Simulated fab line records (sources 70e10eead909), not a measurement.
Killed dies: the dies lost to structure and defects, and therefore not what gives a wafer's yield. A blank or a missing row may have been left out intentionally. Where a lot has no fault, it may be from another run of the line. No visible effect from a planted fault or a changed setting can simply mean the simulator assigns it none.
Chamber matching    flow nand_harc    4 sister chambers for NHARC_A_CONTACT_ETCH_75 on rie_diel-10
The step etches the open film in CF4, target depth 39 nm, time 65 s. 4 wafers are shown with their chamber, then 8 later ones without.

## WAFERS WITH THEIR CHAMBER
wafer   chamber  showerhead_plenum_p_Torr (Torr)
L079.2  1        1.71
L086.4  2        1.89
L086.5  3        1.77
L087.3  0        1.73

## WAFERS MISSING THEIR CHAMBER
wafer   showerhead_plenum_p_Torr (Torr)
L087.4  1.89
L087.6  1.89
L091.3  1.77
L091.4  1.73
L091.5  1.73
L092.3  1.70
L092.4  1.73
L092.5  1.73

## CHAMBER TAKEN BY EACH
wafer   from the rows above  in truth
L087.4  2                    2
L087.6  2                    2
L091.3  3                    3
L091.4  0                    0
L091.5  0                    0
L092.3  1                    1
L092.4  0                    0
L092.5  0                    0
Correct placement for 8 of the 8. From these rows, 0 cannot be placed. Wrongly placed: 0.
How it was worked out, from the rows above alone: a wafer's distance from a chamber is the root of the sum, over the readings, of the square of ((its reading less the chamber's mean) divided by the reading's scatter). The wafer belongs to the nearest chamber; if the next one is less than 2 further off, it can't be placed. A chamber's mean is the mean of its shown wafers. The scatter: with one shown wafer a chamber, the root of the mean of the squares of how far each hidden wafer lies from its nearest shown one.
